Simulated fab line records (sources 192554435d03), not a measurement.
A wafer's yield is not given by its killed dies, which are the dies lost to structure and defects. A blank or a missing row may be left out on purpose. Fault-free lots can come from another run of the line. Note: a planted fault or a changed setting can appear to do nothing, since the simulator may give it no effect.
Split-lot experiment    flow n5_finfet    7 lots, 21 wafers read, on a route of 1938 steps

== THE SPLIT ITSELF ==
At N5_BEOL_M7_VIA_ETCH_34 (etches SiCOH lowk in C4F6/O2, target depth 125.5 nm, time 50.5 s), the setting source_w was moved away from the recipe's 345 W on 10 of the 21 wafers read, by -17.3% to +10.2%. All remaining wafers had this setting at the recipe value.

The reading is taken at the split's own step.

== THE READING ==
etch.depth_nm (the simulator's own value, which no gauge read), in nm, at N5_BEOL_M7_VIA_ETCH_34 (etches SiCOH lowk in C4F6/O2, target depth 125.5 nm, time 50.5 s). The file does not state a usual value for it. Across the 11 wafers here that went through the recipe, the average is 124.3 nm and the standard deviation 2.4 nm.

wafer   tool, chamber at the split  source_w as run, W  against the recipe  etch.depth_nm, nm  against lot-mates on the recipe
L077.3  rie_diel-03, 3              345                 recipe              128.9              -
L077.5  rie_diel-03, 2              345                 recipe              123.8              -
L077.6  rie_diel-03, 1              289.6               -16.1%              113.6              -12.8
L079.1  rie_diel-06, 3              345                 recipe              126.1              -
L079.2  rie_diel-06, 2              285.4               -17.3%              113.5              -12.6
L079.4  rie_diel-06, 0              285.4               -17.3%              110.7              -15.4
L084.2  rie_diel-03, 1              345                 recipe              121.1              -
L084.4  rie_diel-03, 2              345                 recipe              122.8              -
L084.6  rie_diel-03, 2              345                 recipe              123.9              -
L087.1  rie_diel-04, 2              326.4               -5.4%               123.7              +0.0
L087.4  rie_diel-04, 0              345                 recipe              123.7              -
L087.6  rie_diel-04, 1              326.4               -5.4%               120.2              -3.5
L089.1  rie_diel-04, 2              321.9               -6.7%               125.1              +1.8
L089.4  rie_diel-04, 2              321.9               -6.7%               124.5              +1.2
L089.5  rie_diel-04, 1              345                 recipe              123.3              -
L091.3  rie_diel-03, 3              368.1               +6.7%               131.1              +6.0
L091.4  rie_diel-03, 3              345                 recipe              128.4              -
L091.6  rie_diel-03, 1              345                 recipe              121.7              -
L097.2  rie_diel-03, 1              380.2               +10.2%              129.4              +6.0
L097.4  rie_diel-03, 0              380.2               +10.2%              128.1              +4.7
L097.6  rie_diel-03, 1              345                 recipe              123.4              -

THE FIT
A straight line over all 21 wafers: etch.depth_nm changes by +0.606 nm for each +1% of source_w; r = +0.87; the points scatter about the line by 2.7 nm.
The same after taking each lot's own level away (the mean of its wafers on the recipe; 21 wafers): +0.681 nm for each +1%; r = +0.88; scatter 2.8 nm.
On that fit, the largest move of source_w shifts the reading by 12 nm.
The span of the lots' own levels, 122.60 to 126.35 nm, comes to 1.6 times the standard deviation stated above.
So the lot-to-lot level changes the slope: the two fits differ.
Check: for one of the wafers moved furthest among these (-17.3%), held out of the fit, the line's prediction against its lot-mates is -11 nm. It came out at -12.6 nm against them.

== FURTHER SPLITS ON THESE WAFERS ==
Before the reading, these wafers also passed through other splits. Each is held against what the fit with the lots' levels taken away leaves over:
other split on the same wafers  wafers away from the commonest value  r with etch.depth_nm (lot level and that fit taken away)
N5_BEOL_M6_ETCH_66 bias_w       8                                     -0.17
N5_BEOL_M6_VIA_ETCH_34 time_s   7                                     +0.14
N5_BEOL_M7_EXPOSE_25 dose_mj    11                                    +0.02

== FILE'S OWN FIT ==
etch.depth_nm changes by +0.695 nm for each +1% of source_w, r = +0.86.
